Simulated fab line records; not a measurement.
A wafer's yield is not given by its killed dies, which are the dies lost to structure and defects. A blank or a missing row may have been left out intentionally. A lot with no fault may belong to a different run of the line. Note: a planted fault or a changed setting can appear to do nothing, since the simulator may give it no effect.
Chamber matching ; flow n5 finfet ; 3 sister chambers for N5_BEOL_M3_ILD_DEP_00 on pecvd-01
The step deposits SiOC from DEMS/O2, target thk 79 nm, time 15.3 s. 3 wafers are shown with their chamber, then 12 later ones without.

== WAFERS, EACH WITH ITS CHAMBER ==
wafer;chamber;throttle valve pct (%)
L091.2;0;12.2
L091.5;1;12.3
L091.6;2;11.2

== WAFERS MISSING THEIR CHAMBER ==
wafer;throttle valve pct (%)
L090.1;12.1
L090.5;12.3
L090.6;11.3
L092.1;11.6
L092.2;12.4
L092.4;12.3
L094.2;11.9
L094.4;11.1
L094.5;12.2
L095.4;12.4
L095.5;11.7
L095.6;11.3

== WHICH CHAMBER EACH WENT THROUGH ==
wafer;from the rows above;in truth
L090.1;can't be placed: 0 or 1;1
L090.5;can't be placed: 1 or 0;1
L090.6;2;2
L092.1;can't be placed: 2 or 0 or 1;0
L092.2;can't be placed: 1 or 0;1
L092.4;can't be placed: 1 or 0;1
L094.2;can't be placed: 0 or 1 or 2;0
L094.4;2;2
L094.5;can't be placed: 0 or 1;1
L095.4;can't be placed: 1 or 0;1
L095.5;can't be placed: 0 or 2 or 1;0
L095.6;2;2
Placed correctly: 3 of 12. Unplaceable from these rows: 9, with the true chamber sitting among the candidates in 9. 0 placed wrongly.
How it was worked out, from the rows above alone: a wafer's distance from a chamber is the root of the sum, over the readings, of the square of ((its reading less the chamber's mean) divided by the reading's scatter). If the next closest chamber is less than 2 further off than the closest, the wafer can't be placed; otherwise it belongs to the closest. For every chamber, the mean is computed from those of its wafers that are shown. The scatter: root of mean squared gap, hidden wafer to nearest shown wafer, with one shown wafer a chamber.
